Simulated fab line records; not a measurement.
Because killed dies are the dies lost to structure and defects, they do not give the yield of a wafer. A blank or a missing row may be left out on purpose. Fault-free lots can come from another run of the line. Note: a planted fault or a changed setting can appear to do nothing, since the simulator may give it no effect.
A lot that was struck, set against a sound lot :: flow n5Finfet :: 40 out of 1938 route steps
Sound: the wafers L387.1, L387.3, L387.5. Wafers L379.1, L379.2, L379.6 were the ones struck. Last of all comes the cause.
For every step that has rows: the tool of each side, followed by ch and its chambers, followed by its first start. Under that, the readings that differ: sound wafers :: struck wafers :: difference of the means :: sigmas: that difference in standard deviations of wafers without a fault.
alike: same words and numbers on both sides, and readings whose means sit less than 2 such deviations apart. not compared: any withheld reading, any reading some wafer has no value for, any bound like >300 that may hide the same value, and any number with overlapping values for which the record gives no deviation.
Wherever a step has rows on one side only, a row that says differs or no value, or a row with sigmas, the two part there. When numbers do not overlap yet have no deviation, they are printed without sigmas and do not part them. A reading that every wafer of one side lacks parts them only if that side has two wafers or more.

first, 10 steps without rows for these wafers: N5_SDB_STRIP_22 (strips in N2/H2); N5_SDB_PRECLEAN_23 (cleans in dHF, time 30 s); N5_SDB_DUMMY_REMOVE_24 (chemistry TMAH, target poly-Si, stops on SiO2, target depth 142 nm, time 57 s, rinse time 30 s); N5_SDB_ETCH_25 (etches SiO2 in C4F6/O2, target depth 10 nm, time 3.3 s); N5_SDB_CUT_ETCH_26 (etches Si in HBr/Cl2/O2, target depth 129.6 nm, bt time 20 s, time 51.8 s); N5_SDB_PRECLEAN_38 (cleans in dHF, time 10 s); N5_SDB_PRECLEAN_39 (cleans in O3/DIW, time 45 s); N5_SDB_SRD_28 (time 30 s); N5_SDB_ALD_29 (deposits SiNx, target thk 30 nm, pulse time 1 s, ald cycles 600); N5_SDB_CMP_30 (polishes, stops on poly-Si, t overpolish 1.54 s, target thk 30 nm).
N5_DUMMY_REMOVAL_HM_STRIP_01: strips SiNx in CH3F/O2, stops on poly-Si, target depth 4 nm, time 6.8 s.
  sound on rieDiel-06 ch 0,2,3, day 8 21:33; struck on rieDiel-04 ch 1,2,3, day 7 00:28
  no value came back on the struck wafers for any of 8 readings (CH3F_flow_sccm (sccm), O2_flow_sccm (sccm) and others); on the sound wafers CH3F_flow_sccm (sccm) reads 29.98 30.04 29.99
reading: model.SiNx_of_SDB_ALD_29.thkNm (nm)
sound: 29.4 29.4 29.4
struck: 30 30 30
difference: +1
sigmas: 
  not compared: rfHoursCounterH
then, 3 steps without rows for these wafers: N5_DUMMY_REMOVAL_STRIP_10 (strips in N2/H2, time 40 s); N5_DUMMY_REMOVAL_PRECLEAN_07 (cleans in dHF, time 30 s); N5_DUMMY_REMOVAL_DUMMY_REMOVE_02 (chemistry TMAH, target poly-Si, stops on SiO2, target depth 142 nm, time 57 s, rinse time 30 s).
N5_DUMMY_REMOVAL_INSPECT_06: inspects for defects (brightfield).
  sound on defectInspect-01, day 8 21:45; struck on defectInspect-02, day 7 00:40
reading: rawDefectCount
sound: 14 21 12
struck: 127 128 162
difference: +123
sigmas: +18
then, 22 steps without rows for these wafers: N5_DUMMY_REMOVAL_PRECLEAN_08 (cleans in NF3:NH3, afs cycles 2, time 20 s, sublimation time 60 s); N5_DUMMY_REMOVAL_PRECLEAN_04 (cleans in DHF, time 37 s); N5_DUMMY_REMOVAL_SRD_05 (time 30 s); N5_HKMG_FIN_IL_REGROW_00 (material SiO2, chemistry O3, target thk 0.75 nm, time 30 s); N5_HKMG_FIN_HK_ALD_01 (deposits HfO2, target thk 1.6 nm, pulse time 3 s, purge time 3 s); N5_HKMG_FIN_HK_ANNEAL_02 (time 30 s); N5_HKMG_FIN_ALD_74 (deposits La2O3, target thk 0.5 nm, pulse time 6 s, co reactant pulse time 1 s); N5_HKMG_FIN_ALD_75 (deposits Al2O3, target thk 1 nm, co reactant pulse time 1 s); N5_HKMG_FIN_COAT_41 (time 60 s, resist thk 300 nm); N5_HKMG_FIN_COAT_42 (time 60 s, resist thk 35 nm); N5_HKMG_FIN_COAT_43 (resist thk 90 nm); N5_HKMG_FIN_EBR_45; N5_HKMG_FIN_SOFTBAKE_44 (time 60 s); N5_HKMG_FIN_EXPOSE_46 (exposes mask NDIPOLE); N5_HKMG_FIN_PEB_47 (peb time 60 s); N5_HKMG_FIN_DEVELOP_48 (develop time 30 s); N5_HKMG_FIN_DESCUM_53 (chemistry O2, time 7.9 s); N5_HKMG_FIN_ETCH_54 (etches SiARC in CF4, target depth 45.5 nm, time 75.8 s); N5_HKMG_FIN_ETCH_55 (etches SOC in N2/H2, target depth 240 nm, time 300 s); N5_HKMG_FIN_STRIP_56 (strips in N2/H2); N5_HKMG_FIN_STRIP_57 (strips in CF4); N5_HKMG_FIN_ETCH_58 (etches SOC in N2/H2, target depth 215.8 nm, time 741 s).
N5_GATE_CUT_ETCH_58: etches SiNx in CH3F/O2, target depth 17 nm, time 128.6 s.
  sound on rieDiel-04 ch 0,2, day 9 07:38; struck on rieDiel-04 ch 0,1,3, day 7 10:13
reading: model.SiNx_of_SDB_ALD_29.thkNm (nm)
sound: 24.6 24.6 24.4
struck: 25 25 25
difference: +0
sigmas: 
  alike: O2_flow_sccm, drypumpMotorCurrentA, oesProductAu, rfVppV, showerheadPlenumPTorr, throttleValvePct
  not compared: rfHoursCounterH
-- here the record skips 4 days between the struck wafers' starts before and after, leaving off in module GATE_CUT and picking up in module BEOL_M4 (first step shown: number 1111 of the route) --
N5_BEOL_M4_RC_MEAS_101:
  sound on prober-02 ch 0, day 13 12:25; struck on prober-01 ch 0, day 11 08:59
  alike: DIBL_N, DIBL_P, IOFF_N, IOFF_P, ION_N, ION_P, SS_N, SS_P, VT_N, VT_P
-- a jump in the record: the struck wafers' starts before and after are 4 days apart (it breaks off in module BEOL_M4 and resumes in module PASSIVATION, where the first step shown is number 1936 of the route) --
N5_PASSIVATION_PROBE_49:
  sound on prober-02, day 18 01:41; struck on prober-02, day 15 10:51
  alike: defectLimitedYield, killed_at_M0_to_M3, killed_at_M4_up, killedAtContacts, killedAtFrontEnd, killedAtOther, killedDies, killedOpen, killedShort, sort_bin_5_function, sort_bin_6_memory, sortNPass, sortYieldPct

WHERE THEY PART
Earliest at N5_DUMMY_REMOVAL_HM_STRIP_01; latest, in this record, at N5_DUMMY_REMOVAL_INSPECT_06. Later steps at which nothing parts them and some readings are alike: N5_GATE_CUT_ETCH_58, N5_BEOL_M4_RC_MEAS_101, N5_PASSIVATION_PROBE_49.

WHY: the cause the simulator had injected
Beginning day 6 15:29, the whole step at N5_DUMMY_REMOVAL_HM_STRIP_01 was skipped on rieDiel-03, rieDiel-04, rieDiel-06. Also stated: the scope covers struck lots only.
